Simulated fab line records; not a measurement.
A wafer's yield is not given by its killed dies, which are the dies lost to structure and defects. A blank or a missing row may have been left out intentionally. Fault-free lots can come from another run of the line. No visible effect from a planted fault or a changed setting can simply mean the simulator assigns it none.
Chamber matching || flow nandHarc || NHARC_A_STAIRCASE_ETCH_444 on rieDiel-03 has 4 sister chambers
The step etches the open film in C4F8/O2, target depth 20400 nm, time 6800 s. 18 wafers are shown with their chamber, then 9 later ones without.

## WAFERS PAIRED WITH THEIR CHAMBERS
{"wafer": "L074.2", "chamber": 3, "rfVppV (V)": 801, "oesProductAu (a.u.)": 0.922}
{"wafer": "L074.5", "chamber": 2, "rfVppV (V)": 811, "oesProductAu (a.u.)": 0.909}
{"wafer": "L074.6", "chamber": 1, "rfVppV (V)": 798, "oesProductAu (a.u.)": 0.942}
{"wafer": "L079.2", "chamber": 3, "rfVppV (V)": 803, "oesProductAu (a.u.)": 0.973}
{"wafer": "L079.3", "chamber": 1, "rfVppV (V)": 814, "oesProductAu (a.u.)": 0.993}
{"wafer": "L079.6", "chamber": 2, "rfVppV (V)": 811, "oesProductAu (a.u.)": 0.984}
{"wafer": "L082.1", "chamber": 1, "rfVppV (V)": 813, "oesProductAu (a.u.)": 0.967}
{"wafer": "L082.2", "chamber": 2, "rfVppV (V)": 812, "oesProductAu (a.u.)": 0.970}
{"wafer": "L082.4", "chamber": 0, "rfVppV (V)": 803, "oesProductAu (a.u.)": 0.946}
{"wafer": "L085.2", "chamber": 0, "rfVppV (V)": 802, "oesProductAu (a.u.)": 0.915}
{"wafer": "L085.3", "chamber": 3, "rfVppV (V)": 801, "oesProductAu (a.u.)": 0.924}
{"wafer": "L085.5", "chamber": 0, "rfVppV (V)": 802, "oesProductAu (a.u.)": 0.913}
{"wafer": "L089.2", "chamber": 2, "rfVppV (V)": 811, "oesProductAu (a.u.)": 0.922}
{"wafer": "L089.3", "chamber": 3, "rfVppV (V)": 801, "oesProductAu (a.u.)": 0.939}
{"wafer": "L089.4", "chamber": 0, "rfVppV (V)": 802, "oesProductAu (a.u.)": 0.932}
{"wafer": "L090.3", "chamber": 1, "rfVppV (V)": 814, "oesProductAu (a.u.)": 0.927}
{"wafer": "L090.4", "chamber": 0, "rfVppV (V)": 801, "oesProductAu (a.u.)": 0.934}
{"wafer": "L090.5", "chamber": 2, "rfVppV (V)": 811, "oesProductAu (a.u.)": 0.927}

SIGNATURES (means of the wafers above)
{"reading": "rfVppV", "chamber 0": 802.00, "chamber 1": 809.75, "chamber 2": 811.20, "chamber 3": 801.50, "scatter within a chamber": 3.69}
{"reading": "oesProductAu", "chamber 0": 0.92800, "chamber 1": 0.95725, "chamber 2": 0.94240, "chamber 3": 0.93950, "scatter within a chamber": 0.0257}
Rule: a wafer lies at a distance from a chamber equal to the root of the sum of squares, over the readings, of (its reading less the chamber's mean, divided by the reading's scatter). If the next closest chamber is less than 2 further off than the closest, the wafer can't be placed; otherwise it belongs to the closest. How the scatter is found: for the shown wafers, subtract from each reading the mean of its chamber, square and add these, divide the total by (wafers less chambers), then take the root.

## WAFERS WITHOUT THEIR CHAMBER
{"wafer": "L091.2", "rfVppV (V)": 811, "oesProductAu (a.u.)": 0.931}
{"wafer": "L091.5", "rfVppV (V)": 811, "oesProductAu (a.u.)": 0.928}
{"wafer": "L091.6", "rfVppV (V)": 802, "oesProductAu (a.u.)": 0.938}
{"wafer": "L092.1", "rfVppV (V)": 800, "oesProductAu (a.u.)": 0.958}
{"wafer": "L092.4", "rfVppV (V)": 814, "oesProductAu (a.u.)": 0.950}
{"wafer": "L092.5", "rfVppV (V)": 813, "oesProductAu (a.u.)": 0.949}
{"wafer": "L095.3", "rfVppV (V)": 800, "oesProductAu (a.u.)": 0.922}
{"wafer": "L095.4", "rfVppV (V)": 815, "oesProductAu (a.u.)": 0.927}
{"wafer": "L095.5", "rfVppV (V)": 811, "oesProductAu (a.u.)": 0.926}

## WHICH CHAMBER EACH WENT THROUGH
{"wafer": "L091.2", "from the rows above": "can't be placed: 2 or 1 or 0", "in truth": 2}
{"wafer": "L091.5", "from the rows above": "can't be placed: 2 or 1 or 0", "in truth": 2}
{"wafer": "L091.6", "from the rows above": "can't be placed: 3 or 0", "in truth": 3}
{"wafer": "L092.1", "from the rows above": "can't be placed: 3 or 0 or 1", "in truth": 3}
{"wafer": "L092.4", "from the rows above": "can't be placed: 2 or 1", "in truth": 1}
{"wafer": "L092.5", "from the rows above": "can't be placed: 2 or 1", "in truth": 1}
{"wafer": "L095.3", "from the rows above": "can't be placed: 0 or 3", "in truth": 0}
{"wafer": "L095.4", "from the rows above": "can't be placed: 2 or 1", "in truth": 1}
{"wafer": "L095.5", "from the rows above": "can't be placed: 2 or 1 or 0 or 3", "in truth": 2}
Correct placement for 0 of the 9. Cannot be placed on the basis of these rows: 9; the candidates contain the true chamber in 9. 0 placed wrongly.
